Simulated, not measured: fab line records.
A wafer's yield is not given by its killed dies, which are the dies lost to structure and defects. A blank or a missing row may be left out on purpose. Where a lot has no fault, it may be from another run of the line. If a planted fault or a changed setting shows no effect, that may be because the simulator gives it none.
The tool behind it: which one? ; flow n5 finfet ; 6 lots with 17 wafers sampled at 2 steps, on a route of 1938 steps

WHAT THE GAUGES READ, wafer by wafer
N5_BEOL_M6_OVL_MEAS_29.
lot;measured;on;V5_OVL (nm)
L895;day 9 13:59;overlay-01;-0.7 -0.1 -0.6
L897;day 10 05:19;overlay-02;0.4 0.9 0.2
L900;day 10 19:26;overlay-01;-1.5 -0.9 -1.1
L904;day 11 15:44;overlay-02;-0.8 -0.8
L913;day 14 00:19;overlay-02;0.0 -0.4 -1.2
L914;day 14 11:13;overlay-02;-0.4 0.2 -0.5

EACH LOT AND THE TOOL THAT RAN IT (in order: tool; ch and the chambers of the sampled wafers; start)
lot;N5_BEOL_M6_STRIP_19
L895;rie diel-06 ch 0,1,2, day 9 12:12
L897;rie diel-04 ch 1,2,3, day 10 04:01
L900;rie diel-03 ch 0,1, day 10 17:47
L904;rie diel-03 ch 0,3, day 11 14:14
L913;rie diel-04 ch 0,2, day 13 23:14
L914;rie diel-04 ch 0,2,3, day 14 10:36
- N5_BEOL_M6_STRIP_19: strips in O2.

THE ANSWER, worked out from the rows above alone
Rule: usual is defined by the lots themselves. Put in order of their means at a reading, lots are off if they are a third of the lots or fewer, leave a main group of 4 or more, and stand apart from it by a gap of 3 or more times the standard deviation of the main group's means; of several such gaps the widest counts. The tables above print the reading to a certain number of digits; a main group whose means all agree to those digits is not used. A lot without any number at a reading at which 4 lots or more have one is off too. Where the step has rows for the other lots, those lots are counted as sound.
None of the lots is off at any reading shown; this tells nothing.

WHAT THE SIMULATOR HAD PUT IN
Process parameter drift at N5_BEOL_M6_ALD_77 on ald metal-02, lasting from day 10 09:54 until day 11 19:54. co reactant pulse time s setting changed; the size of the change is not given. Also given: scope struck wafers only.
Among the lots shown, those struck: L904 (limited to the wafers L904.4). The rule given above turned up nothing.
